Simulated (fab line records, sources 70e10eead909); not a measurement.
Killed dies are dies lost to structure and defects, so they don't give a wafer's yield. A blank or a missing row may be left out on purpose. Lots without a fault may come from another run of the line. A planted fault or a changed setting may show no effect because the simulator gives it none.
Chamber matching | flow nand_harc | NHARC_A_DECK1_JOINT_CMP_02 on cmp-04: 4 sister chambers
The step polishes SiOx. 22 wafers are shown with their chamber, then 11 later ones without.

WAFERS WITH THEIR CHAMBER
wafer  | chamber | motor_current_A (A)
L080.4 | 2       | 12.2
L080.5 | 2       | 11.9
L080.6 | 3       | 12.1
L081.1 | 2       | 11.6
L081.3 | 1       | 12.9
L081.4 | 3       | 11.4
L081.2 | 0       | 12.2
L081.5 | 0       | 12.2
L081.6 | 3       | 11.4
L087.1 | 1       | 12.1
L087.3 | 0       | 12.8
L087.6 | 1       | 12.3
L087.2 | 2       | 12.2
L087.4 | 3       | 11.8
L087.5 | 0       | 12.0
L089.1 | 1       | 11.9
L089.2 | 2       | 12.2
L089.3 | 0       | 12.1
L090.2 | 1       | 12.3
L090.3 | 0       | 12.4
L090.4 | 3       | 12.2
L090.1 | 2       | 12.1

SIGNATURES (means of the wafers above)
reading         | chamber 0 | chamber 1 | chamber 2 | chamber 3 | scatter within a chamber
motor_current_A | 12.283    | 12.300    | 12.033    | 11.780    | 0.319
Rule: a wafer's distance from a chamber is the root of the sum, over the readings, of the square of ((its reading less the chamber's mean) divided by the reading's scatter). The wafer belongs to the nearest chamber; if the next one is less than 2 further off, it can't be placed. The scatter: the root of (the sum of the squares of (reading less its chamber's mean) over the shown wafers, divided by (wafers less chambers)).

WAFERS WITHOUT THEIR CHAMBER
wafer  | motor_current_A (A)
L090.5 | 12.2
L090.6 | 11.8
L095.1 | 12.5
L095.2 | 12.4
L095.5 | 12.1
L097.1 | 11.5
L097.4 | 13.1
L097.6 | 12.7
L097.2 | 12.0
L097.3 | 11.7
L097.5 | 12.1

WHICH CHAMBER EACH WENT THROUGH
wafer  | from the rows above               | in truth
L090.5 | can't be placed: 0 or 1 or 2 or 3 | 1
L090.6 | can't be placed: 3 or 2 or 0 or 1 | 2
L095.1 | can't be placed: 1 or 0 or 2 or 3 | 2
L095.2 | can't be placed: 1 or 0 or 2 or 3 | 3
L095.5 | can't be placed: 2 or 0 or 1 or 3 | 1
L097.1 | can't be placed: 3 or 2 or 0 or 1 | 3
L097.4 | can't be placed: 1 or 0 or 2 or 3 | 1
L097.6 | can't be placed: 1 or 0 or 2 or 3 | 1
L097.2 | can't be placed: 2 or 3 or 0 or 1 | 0
L097.3 | can't be placed: 3 or 2 or 0 or 1 | 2
L097.5 | can't be placed: 2 or 0 or 1 or 3 | 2
Placed correctly: 0 of 11. Can't be placed from these rows: 11 (the true chamber is among the candidates in 11). Placed wrongly: 0.
